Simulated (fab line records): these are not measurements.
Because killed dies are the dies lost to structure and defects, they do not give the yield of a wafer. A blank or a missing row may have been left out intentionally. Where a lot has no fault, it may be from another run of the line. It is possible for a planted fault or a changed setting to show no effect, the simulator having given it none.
A lot that was struck, set against a sound lot | flow n5 finfet | 18 steps out of a route of 1938
Sound: wafers L969.1, L969.2, L969.3. Struck: wafer L977.6. (L977.2, L977.3 of the same lot were not struck and are left out.) The cause comes at the end.
Each step with rows lists, per side, the tool, then ch with its chambers, then its first start. Under that, the readings that differ: sound wafers | struck wafers | difference of the means | sigmas: that difference in standard deviations of wafers without a fault.
alike: words and numbers the same on both sides, and readings whose means are apart by under 2 such deviations; not compared: readings that were withheld, readings missing a value for some wafer, numbers with overlapping values and no deviation given by the record, and bounds like >300 which may hide the same value.
Wherever a step has rows on one side only, a row that says differs or no value, or a row with sigmas, the two part there. Numbers that don't overlap but have no deviation are shown without sigmas and don't part them. Lack of a reading on every wafer of one side parts them only where that side has two or more wafers.

first, 2 steps without rows for these wafers: N5_BEOL_M1_ANNEAL_82 (time 240 s); N5_BEOL_M1_SPUTTER_86 (material Cu, target thk 4.5 nm, time 8.29 s).
N5_BEOL_M1_ANNEAL_87: time 240 s.
  struck on pvd sputter-03, day 10 06:09; sound on pvd sputter-02, day 7 19:38
  reading            | sound       | struck | difference | sigmas
  heater power w (W) | 756 864 754 | 925    | +134       | +2
N5_BEOL_M1_SPUTTER_88: material Cu, target thk 4.5 nm, time 8.29 s.
  struck on pvd sputter-03, day 10 06:17; sound on pvd sputter-02, day 7 19:46
  alike: throttle valve pct
then, 4 steps without rows for these wafers: N5_BEOL_M1_ANNEAL_89 (time 240 s); N5_BEOL_M1_SPUTTER_90 (material Cu, target thk 4.5 nm, time 8.29 s); N5_BEOL_M1_ANNEAL_91 (time 240 s); N5_BEOL_M1_SPUTTER_92 (material Cu, target thk 4.5 nm, time 8.29 s).
N5_BEOL_M1_ANNEAL_93: time 240 s.
  struck on pvd sputter-03, day 10 06:49; sound on pvd sputter-02, day 7 20:17
  reading            | sound       | struck | difference | sigmas
  heater power w (W) | 743 876 759 | 927    | +134       | +2
then, 2 steps without rows for these wafers: N5_BEOL_M1_SPUTTER_94 (material Cu, target thk 4.5 nm, time 8.29 s); N5_BEOL_M1_ANNEAL_95 (time 240 s).
N5_BEOL_M1_SPUTTER_96: material Cu, target thk 4.5 nm, time 8.29 s.
  struck on pvd sputter-03, day 10 07:10; sound on pvd sputter-02, day 7 20:39
  alike: throttle valve pct
N5_BEOL_M1_ECD_50: material Cu, target thk 300 nm.
  sound on ecd cu-02 ch 0,1, day 7 20:46; struck on ecd cu-01 ch 1, day 10 07:17
  reading                                | sound           | struck | difference | sigmas
  model.Cu_of_BEOL_M1_ECD_50.thk nm (nm) | 301.8 297 297.8 | 229.4  | -69.5      |
N5_BEOL_M1_ANNEAL_51: time 90 s.
  sound on rtp anneal-01 ch 0, day 7 20:52; struck on rtp anneal-02 ch 0, day 10 07:27
  reading           | sound                | struck | difference | sigmas
  anneal temp c max | 225.83 225.62 226.20 | 226.40 | +0.52      | +2
  alike: wafer_temp_C_max
N5_BEOL_M1_CMP_52: polishes, stops on SiOC, t overpolish 6.8 s, target thk 40 nm.
  sound on cmp-02 ch 1,2,3, day 7 21:10; struck on cmp-04 ch 0, day 10 07:44
  reading                | sound    | struck | difference | sigmas
  time to endpoint s (s) | 62 58 63 | 49     | -12        | -3
  alike: motor current A, slurry flow ml min
N5_BEOL_M1_THK_MEAS_53: measures by xrf.
  struck on film metro-01, day 10 08:00; sound on film metro-01, day 7 21:28
  alike: M1_THK
N5_BEOL_M4_RC_MEAS_101:
  sound on prober-02 ch 0, day 9 03:22; struck on prober-01 ch 0, day 12 03:08
  reading        | sound          | struck | difference | sigmas
  IOFF_N (nA/um) | 0.15 0.18 0.18 | 0.10   | -0.07      | -2
  ION_N (uA/um)  | 665 676 675    | 646    | -26        | -2
  SS_N (mV/dec)  | 72.2 72.0 72.1 | 70.4   | -1.7       | -3
  VT_N (mV)      | 251 247 246    | 258    | +10        | +3
  alike: DIBL_N, DIBL_P, IOFF_P, ION_P, SS_P, VT_P
after that, 1 step had no rows for these wafers: N5_PASSIVATION_PROBE_49.

== WHERE THEY PART ==
At N5_BEOL_M1_ANNEAL_87 first; at N5_BEOL_M4_RC_MEAS_101 last (within this record only).

WHY: whatever the simulator had introduced
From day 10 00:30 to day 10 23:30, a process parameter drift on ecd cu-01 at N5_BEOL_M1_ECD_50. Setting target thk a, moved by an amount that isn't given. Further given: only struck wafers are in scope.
